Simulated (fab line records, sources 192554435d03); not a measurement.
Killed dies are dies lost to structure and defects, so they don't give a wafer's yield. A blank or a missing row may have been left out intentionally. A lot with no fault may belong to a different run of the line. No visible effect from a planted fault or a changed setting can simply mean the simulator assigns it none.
A lot that was struck, set against a sound lot | flow n5Finfet | 38 out of 1938 route steps
Sound: these wafers, L105.4, L105.5, L105.6. Wafers L104.1, L104.4, L104.5 were the ones struck. At the end, the cause is stated.
At each step with rows: each side's tool, then ch and its chambers, then its first start. Under that, the readings that differ: sound wafers | struck wafers | difference of the means | sigmas: that difference in standard deviations of wafers without a fault.
alike: readings with means less than 2 such deviations apart, plus words and numbers identical on both sides. not compared: withheld readings, readings lacking a value on some wafer, bounds such as >300 that could conceal the same value, and numbers that have no deviation in the record and whose values overlap.
The two part at a step that has a row with sigmas, a row that says differs or no value, or rows on one side only. Numbers that don't overlap but have no deviation are shown without sigmas and don't part them. Lack of a reading on every wafer of one side parts them only where that side has two or more wafers.

first, 9 steps without rows for these wafers: N5_BEOL_M5_DESCUM_33 (chemistry O2, time 7 s); N5_BEOL_M5_ETCH_75 (etches underlayer in N2/H2, target depth 6.5 nm, time 5.2 s); N5_BEOL_M5_ETCH_67 (etches SiARC in CF4, target depth 15.6 nm, time 26 s); N5_BEOL_M5_ETCH_68 (etches SOC in N2/H2, target depth 80 nm, overetch 16 nm, time 120 s); N5_BEOL_M5_STRIP_69 (strips in N2/H2); N5_BEOL_M5_STRIP_76 (strips in N2/H2); N5_BEOL_M5_VIA_ETCH_34 (etches SiCOH lowk in C4F6/O2, target depth 88.3 nm, time 39.2 s); N5_BEOL_M5_STRIP_85 (strips in C4F6/O2); N5_BEOL_M5_STRIP_36 (strips in N2/H2).
N5_BEOL_M5_TRENCH_ETCH_37: etches SiCOH lowk in C4F6/O2, target depth 71.652 nm, time 24.7 s.
  sound on rieDiel-01 ch 1,2, day 12 09:27; struck on rieDiel-03 ch 2,3, day 12 16:26
reading                           | sound             | struck            | difference | sigmas
oes_f_703_au (a.u.)               | 0.85 0.73 0.85    | 0.53 0.51 0.52    | -0.29      | -4
oes_o_777_au (a.u.)               | 0.85 0.71 0.85    | 0.56 0.54 0.54    | -0.26      | -3
rfFwdPowerW (W)                   | 340.1 340.7 339.8 | 259.6 254.6 253.1 | -84.4      | -38
rfVppV (V)                        | 666 680 666       | 711 782 784       | +88        | +4
model.BEOL_M5.featureDepthNm (nm) | 70.4 71.4 70      | 64.6 66.4 66.2    | -4.9       | 
model.etch.depthNm (nm)           | 70.42 71.41 70.09 | 64.53 66.47 66.2  | -4.91      | 
  alike: drypumpMotorCurrentA, oesProductAu, showerheadPlenumPTorr, throttleValvePct
  not compared: rfHoursCounterH
then, 2 steps without rows for these wafers: N5_BEOL_M5_ETCH_41 (etches SiCN in CH3F/O2, target depth 31.5 nm, time 56.7 s); N5_BEOL_M5_STRIP_91 (strips in N2/H2, time 10 s).
N5_BEOL_M5_OCD_MEAS_38:
  sound on ocd-01, day 12 09:37; struck on ocd-02, day 12 16:35
reading            | sound          | struck         | difference | sigmas
trenchDepthNm (nm) | 71.3 71.1 70.0 | 64.9 65.9 66.2 | -5.1       | -3
then, 21 steps without rows for these wafers: N5_BEOL_M5_HM_STRIP_39 (strips TiN in peroxide tin strip, target depth 25 nm, time 158 s); N5_BEOL_M5_SRD_40 (time 30 s); N5_BEOL_M5_PRECLEAN_42 (cleans in residue remover, time 60 s); N5_BEOL_M5_SRD_43 (time 30 s); N5_BEOL_M5_CURE_80 (cures SiCOH lowk, time 120 s); N5_BEOL_M5_DEGAS_44 (time 60 s); N5_BEOL_M5_PRE_CLEAN_45 (time 30 s); N5_BEOL_M5_ALD_86 (deposits TaN, pulse time 2 s, purge time 3 s, co reactant purge time 2 s); N5_BEOL_M5_SURFACE_TREAT_87; N5_BEOL_M5_CVD_47 (deposits Co from CCTBA/H2, target thk 3 nm, time 216 s); N5_BEOL_M5_SPUTTER_48 (material Cu, target thk 15 nm, time 27.62 s); N5_BEOL_M5_ANNEAL_49 (time 1800 s); N5_BEOL_M5_SPUTTER_81 (material Cu, target thk 15 nm, time 27.62 s); N5_BEOL_M5_ANNEAL_82 (time 1800 s); N5_BEOL_M5_SPUTTER_83 (material Cu, target thk 15 nm, time 27.62 s); N5_BEOL_M5_ANNEAL_84 (time 1800 s); N5_BEOL_M5_SPUTTER_88 (material Cu, target thk 15 nm, time 27.62 s); N5_BEOL_M5_ANNEAL_89 (time 1800 s); N5_BEOL_M5_SPUTTER_90 (material Cu, target thk 4.5 nm, time 8.29 s); N5_BEOL_M5_ECD_50 (material Cu, target thk 300 nm); N5_BEOL_M5_ANNEAL_51 (time 90 s).
N5_BEOL_M5_CMP_52: polishes, stops on SiCOH lowk, t overpolish 6.9 s, target thk 62 nm.
  sound on cmp-04 ch 1,2,3, day 12 16:09; struck on cmp-04 ch 0,3, day 12 23:11
reading                               | sound        | struck       | difference | sigmas
model.Cu_of_BEOL_M5_ECD_50.thkNm (nm) | 61.4 62 59.8 | 55 58.4 56.4 | -4         | 
  alike: barrierFieldEndpointS, motorCurrentA, overpolishRunS, timeToEndpointS
  not compared: padLifeWafers
then, 2 steps without rows for these wafers: N5_BEOL_M5_PRE_CLEAN_77 (time 15 s); N5_BEOL_M5_CO_CAP_78 (material Co, precursor CCTBA/H2, target thk 2 nm, time 102.1 s).
N5_BEOL_M5_RS_MEAS_57: the measuring method here is four-point-probe.
  sound on filmMetro-02, day 12 16:38; struck on filmMetro-01, day 12 23:42
reading        | sound             | struck            | difference | sigmas
M5_RS (ohm/sq) | 0.390 0.386 0.403 | 0.449 0.417 0.436 | +0.041     | +2

== WHERE THEY PART ==
At N5_BEOL_M5_TRENCH_ETCH_37 first; at N5_BEOL_M5_RS_MEAS_57 last (within this record only).

WHY: what had been put in by the simulator
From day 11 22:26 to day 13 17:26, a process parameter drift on rieDiel-03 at N5_BEOL_M5_TRENCH_ETCH_37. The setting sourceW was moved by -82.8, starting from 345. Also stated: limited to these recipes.
